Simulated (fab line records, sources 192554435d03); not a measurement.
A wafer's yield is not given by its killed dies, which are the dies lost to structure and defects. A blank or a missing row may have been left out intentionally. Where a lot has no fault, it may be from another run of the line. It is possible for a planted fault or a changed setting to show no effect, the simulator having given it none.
fab line records	flow n5_finfet
record: lots: 11	wafers: 29	last_day: 17
route steps=1938 shown SD_EPI_N@287 ILD0@336 SDB@358 BEOL_M4@1111 PASSIVATION@1936
lots untouched by any fault: they come from a run of this same line in which no faults occurred
start_h: the number of hours between the record's first day and the start of the first shown wafer of the lot	wait_h: how many hours have passed since the lot's step before this one	" the same as in the row above	L1.1+2: a single row standing in for several wafers	- no value, or no start given	* or withheld: withheld	< > ~ a bound
route shown NAME@n: NAME is a module with steps in the file, n the number in the route of the first one	usual: mean/standard deviation taken from wafers without a fault	same: alike in all rows	chamber/n: place in a boat	sites: per-site readings	_std_site: standard deviation of those values	_edge_site: outer sites' mean less inner sites'	radius_mm: how far each site lies from the wafer's centre	mask NAME#n: copy n	behind: the tool/chamber that last shaped the wafer	hold: cause of the lot's hold/its duration in hours/its outcome	device: whichever transistor did not switch (one of n, p or np)	end of line: the route-end tests of the same wafers	a step given without rows: its recipe and nothing more	killed: not the wafer's yield, but the dies lost to structure and defects at the first sort	map: dies across one wafer; x = killed, . = not, _ = none there
set.NAME: the setting that was run; set.NAME@STEP: the one run at that earlier step	model.NAME: the simulator's own value behind a step, which no gauge read
the route's steps for a sample of lots (tables are steps, rows are wafers)
services: from which hour (start_h, from the record's first day; less than 0 if before it) a tool's chamber was out of use, for how many hours, and why
== steps ==
step: N5_SD_EPI_N_VAPOR_ETCH_50
recipe: chemistry: HCl	target: Si	temp_c: 775	time_s: 54	pressure_torr: 20	mode: isotropic
usual: throttle_valve_pct: 11.54/0.22
lot.wafer	tool	chamber	start_h	wait_h	throttle_valve_pct
L881.1	epi_rpcvd-03	0	53.54	0.3	11.53
L881.3	"	0	"	"	11.48
L881.5	"	0	"	"	11.25
L883.3	epi_rpcvd-03	0	62.40	0.2	11.41
L883.4	"	0	"	"	11.33
L885.4	epi_rpcvd-01	0	75.45	0.2	11.66
L885.5	"	0	"	"	11.64
L885.6	"	0	"	"	11.47
L887.2	epi_rpcvd-04	0	85.27	0.3	11.70
L887.3	"	0	"	"	11.59
L887.6	"	0	"	"	11.65
L890.1	epi_rpcvd-01	0	109.51	0.3	11.45
L890.3	"	0	"	"	11.48
L890.4	"	0	"	"	11.42
L891.1	epi_rpcvd-01	0	115.69	0.3	11.55
L891.2	"	0	"	"	11.41
L891.4	"	0	"	"	11.36
L899.2	epi_rpcvd-03	0	159.73	0.3	11.29
L899.4	"	0	"	"	11.73
L899.5	"	0	"	"	11.51
L900.2	epi_rpcvd-04	0	163.69	0.4	11.87
L900.3	"	0	"	"	11.79
L901.2	epi_rpcvd-03	0	171.62	0.3	11.39
L901.3	"	0	"	"	11.44
L903.1	epi_rpcvd-04	0	182.36	0.3	11.85
L903.4	"	0	"	"	11.70
L903.6	"	0	"	"	11.90
L904.4	epi_rpcvd-03	0	189.27	0.2	11.32
L904.6	"	0	"	"	11.54
step: N5_ILD0_FCVD_FILL_01
recipe: material: SiO2_flowable	target_thk_a: 2000	temp_c: 100	pressure_torr: 0.8	rf_w: 2000	time_s: 328.3
lot.wafer	tool	chamber	start_h	wait_h
L881.1+3+5	fcvd-02	1,0,1	63.07	0.2
L883.3+4	fcvd-02	1,0	70.49	0.3
L885.4+5+6	fcvd-02	1,0,1	84.00	0.3
L887.2+3+6	fcvd-01	1,0,0	94.58	0.2
L890.1+3+4	fcvd-02	1	118.52	0.2
L890.1+3+4	fcvd-02	1	119.43	0.8
L891.1+2+4	fcvd-02	1,0,1	123.93	0.2
L891.1+2+4	fcvd-02	1,0,1	124.48	0.4
L899.2+4+5	fcvd-02	0,1,0	167.85	0.2
L900.2+3	fcvd-02	1,0	173.83	0.2
L901.2+3	fcvd-01	1,0	179.94	0.2
L903.1+4+6	fcvd-02	0,1,0	191.53	0.2
L904.4+6	fcvd-01	0	198.26	0.6
step: N5_ILD0_CMP_03
recipe: stop_on: SiNx	t_overpolish_s: 1.9	post_cmp_clean: alkaline_brush	down_force_psi: 4.1491	platen_rpm: 51.796	pad_velocity_m_s: 1.0306	target_thk_nm: 197.38
usual: motor_current_A: 12.6/1.2	overpolish_run_s: 1.900/0.0095	time_to_endpoint_s: 70/4.8
lot.wafer	tool	chamber	start_h	wait_h	motor_current_A	overpolish_run_s	time_to_endpoint_s
L881.3	cmp-02	1	65.08	0.1	14.1	1.890	69
L881.1	"	3	"	"	12.9	1.900	72
L881.5	"	0	"	"	13.1	1.910	76
L883.4	cmp-02	0	72.37	0.1	13.2	1.896	75
L883.3	"	2	"	"	11.2	1.891	65
L885.4	cmp-03	0	85.91	0.1	14.4	1.898	68
L885.5	"	2	"	"	12.7	1.892	69
L885.6	"	3	"	"	11.7	1.896	74
L887.2	cmp-03	1	96.57	0.1	11.8	1.911	77
L887.3	"	2	"	"	12.7	1.899	76
L887.6	"	1	"	"	12.0	1.901	74
L890.1	cmp-02	3	121.94	0.2	12.1	1.904	140
L890.3	"	1	"	"	13.4	1.912	139
L890.4	"	2	"	"	11.9	1.902	134
L891.1	cmp-02	0	126.50	0.0	12.5	1.900	147
L891.2	"	1	"	"	13.4	1.902	142
L891.4	"	2	"	"	11.3	1.893	136
L899.2	cmp-03	0	169.89	0.1	15.2	1.888	66
L899.4	"	1	"	"	11.9	1.895	68
L899.5	"	2	"	"	12.3	1.895	65
L900.2	cmp-03	3	175.78	0.0	11.4	1.896	72
L900.3	"	0	"	"	15.5	1.897	65
L901.2	cmp-03	0	181.91	0.0	15.3	1.901	64
L901.3	"	2	"	"	12.5	1.901	69
L903.1	cmp-02	3	193.51	0.1	12.4	1.918	80
L903.4	"	0	"	"	12.7	1.913	79
L903.6	"	2	"	"	11.4	1.899	74
L904.4	cmp-03	0	200.29	0.1	14.0	1.900	67
L904.6	"	3	"	"	11.3	1.918	72
step: N5_ILD0_INSPECT_06
recipe: inspect_instrument: darkfield	mode: post_cmp
usual: raw_defect_count: 37/14
lot.wafer	tool	chamber	start_h	wait_h	raw_defect_count
L881.1	defect_inspect-02	-	68.89	0.0	32
L881.3	"	-	"	"	25
L881.5	"	-	"	"	29
L883.3	defect_inspect-01	-	76.32	0.0	30
L883.4	"	-	"	"	55
L885.4	defect_inspect-01	-	90.18	0.0	30
L885.5	"	-	"	"	52
L885.6	"	-	"	"	35
L887.2	defect_inspect-01	-	100.80	0.0	34
L887.3	"	-	"	"	38
L887.6	"	-	"	"	51
L890.1	defect_inspect-02	-	126.01	0.0	36
L890.3	"	-	"	"	24
L890.4	"	-	"	"	28
L891.1	defect_inspect-02	-	130.37	0.0	56
L891.2	"	-	"	"	24
L891.4	"	-	"	"	18
L899.2	defect_inspect-02	-	173.67	0.0	28
L899.4	"	-	"	"	43
L899.5	"	-	"	"	48
L900.2	defect_inspect-01	-	179.87	0.0	27
L900.3	"	-	"	"	26
L901.2	defect_inspect-01	-	185.83	0.0	46
L901.3	"	-	"	"	26
L903.1	defect_inspect-02	-	197.33	0.0	16
L903.4	"	-	"	"	59
L903.6	"	-	"	"	43
L904.4	defect_inspect-02	-	204.07	0.0	39
L904.6	"	-	"	"	47
step: N5_SDB_INSPECT_13
recipe: mode: adi	inspect_instrument: brightfield
usual: raw_defect_count: 73/29
lot.wafer	tool	chamber	start_h	wait_h	raw_defect_count
L881.1	defect_inspect-01	-	69.44	0.0	73
L881.3	"	-	"	"	58
L881.5	"	-	"	"	65
L883.3	defect_inspect-01	-	76.86	0.0	82
L883.4	"	-	"	"	69
L885.4	defect_inspect-01	-	90.60	0.0	41
L885.5	"	-	"	"	89
L885.6	"	-	"	"	56
L887.2	defect_inspect-01	-	101.34	0.0	83
L887.3	"	-	"	"	82
L887.6	"	-	"	"	61
L890.1	defect_inspect-02	-	126.48	0.0	75
L890.3	"	-	"	"	55
L890.4	"	-	"	"	104
L891.1	defect_inspect-01	-	131.02	0.0	50
L891.2	"	-	"	"	58
L891.4	"	-	"	"	44
L899.2	defect_inspect-01	-	174.21	0.0	35
L899.4	"	-	"	"	36
L899.5	"	-	"	"	45
L900.2	defect_inspect-01	-	180.29	0.0	129
L900.3	"	-	"	"	61
L901.2	defect_inspect-02	-	186.37	0.0	63
L901.3	"	-	"	"	87
L903.1	defect_inspect-02	-	197.88	0.0	81
L903.4	"	-	"	"	72
L903.6	"	-	"	"	84
L904.4	defect_inspect-02	-	204.61	0.0	44
L904.6	"	-	"	"	54
step: N5_BEOL_M4_RC_MEAS_101
usual: DIBL_N: 36.9/2.1	DIBL_P: 37.1/2.5	IOFF_N: 0.17/0.039	IOFF_P: 0.23/0.043	ION_N: 673/15	ION_P: 462/9.1	SS_N: 71.8/0.69	SS_P: 73.6/0.74	VT_N: 250/3.6	VT_P: -249.7/2.9
lot.wafer	tool	chamber	start_h	wait_h	DIBL_N[mV/V]	DIBL_P[mV/V]	IOFF_N[nA/um]	IOFF_P[nA/um]	ION_N[uA/um]	ION_P[uA/um]	SS_N[mV/dec]	SS_P[mV/dec]	VT_N[mV]	VT_P[mV]
L883.3	prober-02	0	181.22	0.3	40.9	43.9	0.29	0.35	703	476	72.5	75.0	241	-245.6
L883.4	"	0	"	"	39.4	41.2	0.23	0.29	682	461	72.1	74.2	245	-245.4
L881.1	prober-01	0	185.58	0.0	37.9	37.0	0.18	0.19	674	447	71.8	73.2	248	-249.9
L881.3	"	0	"	"	39.5	40.3	0.22	0.23	687	456	71.9	74.3	247	-250.1
L881.5	"	0	"	"	37.5	36.5	0.16	0.17	664	444	72.2	73.8	253	-252.8
L885.4	prober-02	0	197.94	0.5	35.4	35.1	0.14	0.20	662	456	71.9	74.4	255	-251.6
L885.5	"	0	"	"	34.6	34.5	0.14	0.19	659	451	72.0	73.8	254	-250.6
L885.6	"	0	"	"	37.6	37.6	0.18	0.22	683	469	72.3	74.3	251	-250.2
L887.2	prober-01	0	198.34	0.2	35.2	34.9	0.13	0.19	657	453	71.6	72.6	254	-252.9
L887.3	"	0	"	"	38.6	38.4	0.20	0.26	673	462	71.9	73.9	250	-246.8
L887.6	"	0	"	"	39.4	39.8	0.21	0.27	680	467	71.9	73.5	245	-245.6
L890.1	prober-01	0	224.72	0.0	43.2	41.7	0.28	0.34	689	465	73.0	75.6	243	-247.7
L890.3	"	0	"	"	38.0	35.4	0.17	0.21	659	447	71.8	73.8	251	-252.2
L890.4	"	0	"	"	35.8	34.8	0.14	0.21	682	467	70.4	73.4	250	-249.3
L891.1	prober-02	0	230.13	0.0	35.7	36.2	0.15	0.23	671	473	71.8	74.2	254	-250.8
L891.2	"	0	"	"	33.3	32.3	0.12	0.17	657	459	70.3	73.5	255	-253.7
L891.4	"	0	"	"	36.0	36.7	0.16	0.24	659	458	71.3	74.0	250	-248.8
L899.2	prober-01	0	279.56	0.2	34.4	34.4	0.12	0.16	665	450	71.6	73.0	254	-251.9
L899.4	"	0	"	"	37.2	37.1	0.17	0.19	671	457	71.5	73.6	249	-252.1
L899.5	"	0	"	"	38.1	38.7	0.19	0.22	687	462	71.6	73.9	246	-250.4
L901.2	prober-02	0	284.01	0.2	35.4	36.7	0.15	0.21	682	469	71.2	73.3	250	-251.0
L901.3	"	0	"	"	37.2	37.4	0.17	0.22	679	463	71.5	74.3	250	-249.4
L900.2	prober-01	0	284.13	0.2	40.9	43.4	0.28	0.34	707	486	74.2	75.1	243	-244.5
L900.3	"	0	"	"	39.5	40.8	0.22	0.28	682	456	73.1	75.3	244	-247.6
L903.1	prober-02	0	302.10	0.0	37.3	35.9	0.17	0.21	681	462	72.1	73.4	248	-250.6
L903.4	"	0	"	"	33.3	32.1	0.11	0.15	664	455	70.4	72.4	254	-254.1
L903.6	"	0	"	"	37.4	37.0	0.19	0.23	700	474	71.9	73.5	245	-250.7
L904.4	prober-01	0	302.64	0.5	34.0	35.0	0.15	0.20	686	473	71.6	73.2	247	-249.2
L904.6	"	0	"	"	39.7	42.6	0.27	0.35	712	485	73.2	75.6	242	-245.4
step: N5_PASSIVATION_PROBE_49
usual: defect_limited_yield: 91.3/1.4	killed_at_M0_to_M3: 32/9.5	killed_at_M4_up: 14/5.2	killed_at_contacts: 13/5.7	killed_at_front_end: 41/12	killed_at_other: 3.5/2.6	killed_dies: 103/17	killed_open: 68/14	killed_short: 32/7	sort_bin_4_leakage: 0.01/0.051	sort_bin_5_function: 5.0/0.91	sort_bin_6_memory: 3.3/0.7	sort_bin_8_speed: 0.03/0.22	sort_n_pass: 1076/17	sort_yield_pct: 91.2/1.4
same: gross_dies: 1180	killed_at_back_side: 0
lot.wafer	tool	chamber	start_h	wait_h	defect_limited_yield[%]	killed_at_M0_to_M3	killed_at_M4_up	killed_at_contacts	killed_at_front_end	killed_at_other	killed_dies	killed_open	killed_short	sort_bin_4_leakage[%]	sort_bin_5_function[%]	sort_bin_6_memory[%]	sort_bin_8_speed[%]	sort_n_pass	sort_yield_pct[%]
L890.1	prober-02	-	331.25	0.0	90.2	25	12	12	63	4	116	72	43	0.51	4.8	4.4	0	1058	89.7
L890.3	prober-02	-	331.35	0.1	90.5	27	14	19	50	2	112	68	34	0	4.8	3.3	0	1068	90.5
L890.4	prober-02	-	331.40	0.2	90.2	40	15	5	47	9	116	83	32	0	5.4	4.3	0	1064	90.2
killed by level:class
L890.1 FIN_SAQP:geometric_particle:short=22 FIN_SAQP:geometric_particle:open=16 MOL_CONTACT_COAG:geometric_particle:open=11 BEOL_M4:geometric_particle:open=10 ILD0:geometric_particle:open=5 BEOL_M0_SAQP:geometric_particle:short=5 BEOL_M0_SAQP:geometric_particle:open=5 BEOL_M2:geometric_particle:open=5
L890.3 MOL_CONTACT_COAG:geometric_particle:open=17 BEOL_M4:geometric_particle:open=9 HKMG_FIN:area_etch=8 FIN_SAQP:geometric_particle:short=6 FIN_SAQP:geometric_particle:open=6 BEOL_M1:geometric_particle:open=6 BEOL_M3:geometric_particle:open=5 STI_FIN_REVEAL:geometric_particle:open=4
L890.4 FIN_SAQP:geometric_particle:open=27 BEOL_M0_SAQP:geometric_particle:short=13 BEOL_M0_SAQP:geometric_particle:open=10 BEOL_M1:geometric_particle:open=7 MOL_CONTACT_COAG:geometric_particle:open=5 BEOL_M4:geometric_particle:open=5 FIN_SAQP:geometric_particle:short=4 BEOL_M2:geometric_particle:open=4
== services ==
tool	chamber	start_h	hours	kind
cmp-03	-	29.67	3.9	repair
fcvd-02	0	34.38	-	clean
fcvd-02	0	34.38	18.0	scheduled_down
fcvd-02	0	34.38	18.0	vent_cycle
cmp-02	-	41.51	9.0	repair
cmp-03	-	51.28	2.7	repair
cmp-03	-	54.28	2.8	repair
cmp-02	-	58.27	1.1	repair
cmp-02	-	73.44	1.1	repair
cmp-02	-	78.33	5.5	pm
fcvd-01	-	90.55	0.8	repair
cmp-02	-	92.31	1.2	repair
fcvd-02	0	92.79	16.7	repair
cmp-03	-	113.53	4.0	pm
cmp-03	-	117.53	-	consumable_replace:conditioner
epi_rpcvd-04	-	129.78	2.8	pm
cmp-03	-	139.67	0.7	repair
cmp-03	-	143.34	0.6	repair
cmp-02	-	154.51	1.9	repair
epi_rpcvd-01	-	164.79	8.1	pm
fcvd-02	-	180.25	1.0	repair
cmp-03	-	181.47	0.4	repair
cmp-03	-	186.22	2.4	repair
cmp-03	-	188.99	0.4	repair
== key ==
first_sign: step: N5_ILD0_FCVD_FILL_01	reading: visit	direction: added
effect: step: N5_ILD0_CMP_03	reading: time_to_endpoint_s	direction: up	sigmas: 14	usual: *	struck: *
met_at N5_ILD0_FCVD_FILL_01
struck_lots L890,L891
not_acting_at N5_SD_EPI_N_VAPOR_ETCH_50,N5_ILD0_INSPECT_06,N5_SDB_INSPECT_13
fault: kind: repeated_step_whole	tool: fcvd-01,fcvd-02	chamber: -	onset_h: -	steps: N5_ILD0_FCVD_FILL_01	times: 1	scope: struck_lots_only
